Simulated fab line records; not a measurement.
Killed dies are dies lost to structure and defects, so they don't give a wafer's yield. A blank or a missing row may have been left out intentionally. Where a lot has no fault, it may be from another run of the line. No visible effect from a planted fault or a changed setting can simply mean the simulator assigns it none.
Comparing a struck lot with a sound one    flow n5-finfet    19 steps out of a route of 1938
Sound: wafers L897.2, L897.3, L897.5. Struck: wafers L904.2, L904.5. (L904.6 of the same lot was not struck and is left out.) The cause comes at the end.
At each step with rows: each side's tool, then ch and its chambers, then its first start. Under that, the readings that differ: sound wafers    struck wafers    difference of the means    sigmas: that difference in standard deviations of wafers without a fault.
alike: same words and numbers on both sides, and readings whose means sit less than 2 such deviations apart. not compared: any withheld reading, any reading some wafer has no value for, any bound like >300 that may hide the same value, and any number with overlapping values for which the record gives no deviation.
The two part at a step that has a row with sigmas, a row that says differs or no value, or rows on one side only. Numbers that have no deviation but don't overlap get no sigmas and don't part them. A reading missing from all wafers of one side parts the sides only when that side holds two or more wafers.

first, 9 steps without rows for these wafers: N5_BEOL_M1_COAT_05 (resist thk 30 nm); N5_BEOL_M1_EBR_07; N5_BEOL_M1_SOFTBAKE_06 (time 60 s); N5_BEOL_M1_EXPOSE_08 (exposes mask M1); N5_BEOL_M1_PEB_09 (peb time 60 s); N5_BEOL_M1_DEVELOP_10 (develop time 30 s); N5_BEOL_M1_DESCUM_16 (chemistry O2, time 7 s); N5_BEOL_M1_ETCH_74 (etches underlayer in N2/H2, target depth 6.5 nm, time 5.2 s); N5_BEOL_M1_ETCH_63 (etches SiARC in CF4, target depth 15.6 nm, time 26 s).
N5_BEOL_M1_ETCH_64: etches SOC in N2/H2, target depth 75 nm, overetch 15 nm, time 112.5 s.
  sound on rie-diel-02 ch 0,2, day 7 19:46; struck on rie-diel-02 ch 2,3, day 9 04:36
reading                                     sound        struck   difference  sigmas
model.SiARC_of_BEOL_M1_COAT_62.thk-nm (nm)  6.8 6.6 6.8  4.8 4.6  -2.0        
model.BEOL_M1.cd-offset-nm (nm)             0 0 -0.2     1 1.2    +1          
  alike: bias-w, drypump-motor-current-A, oes-product-au, rf-fwd-power-W, rf-vpp-V, showerhead-plenum-p-Torr, throttle-valve-pct
  not compared: rf-hours-counter-h
then, 3 steps without rows for these wafers: N5_BEOL_M1_STRIP_65 (strips in N2/H2); N5_BEOL_M1_STRIP_75 (strips in N2/H2); N5_BEOL_M1_STRIP_66 (strips in CF4).
N5_BEOL_M1_HM_OPEN_17: chemistry Cl2/BCl3, target TiN, target depth 20 nm, overetch 6 nm.
  sound on rie-metal-01 ch 0, day 7 19:56; struck on rie-metal-02 ch 1, day 9 04:46
reading                          sound              struck       difference  sigmas
drypump-motor-current-A (A)      5.7 5.7 5.7        6.5 6.5      +0.8        +2
throttle-valve-pct (%)           21.67 21.68 21.69  22.15 22.13  +0.46       +2
model.BEOL_M1.cd-offset-nm (nm)  0.2 0 -0.2         1.2 1.4      +1.3        
  alike: bias-w, oes-product-au, rf-fwd-power-W
  not compared: rf-hours-counter-h
then, 1 step without rows for these wafers: N5_BEOL_M1_STRIP_19 (strips in O2).
N5_BEOL_M1_CD_MEAS_18: pitch 36 nm, target cd 18 nm.
  sound on cd-sem-02, day 7 20:08; struck on cd-sem-01, day 9 04:57
reading     sound           struck     difference  sigmas
cd-nm (nm)  18.2 18.0 17.9  19.3 19.2  +1.2        +4
then, 1 step without rows for these wafers: N5_BEOL_M1_COAT_67 (time 60 s, resist thk 60 nm).
N5_BEOL_M4_RC_MEAS_101:
  sound on prober-02 ch 0, day 9 12:48; struck on prober-02 ch 0, day 10 22:13
  alike: DIBL_N, DIBL_P, IOFF_N, IOFF_P, ION_N, ION_P, SS_N, SS_P, VT_N, VT_P
-- the record jumps here: 5 days lie between the struck wafers' starts before and after (it left off in module BEOL_M4 and takes up again in module PASSIVATION, whose first step shown is number 1936 of the route) --
N5_PASSIVATION_PROBE_49:
  the record has rows for the struck wafers here (prober-02, day 15 11:23) and none for the sound ones

WHERE THEY PART
At N5_BEOL_M1_HM_OPEN_17 first; at N5_PASSIVATION_PROBE_49 last (within this record only).

WHY: what had been put in by the simulator
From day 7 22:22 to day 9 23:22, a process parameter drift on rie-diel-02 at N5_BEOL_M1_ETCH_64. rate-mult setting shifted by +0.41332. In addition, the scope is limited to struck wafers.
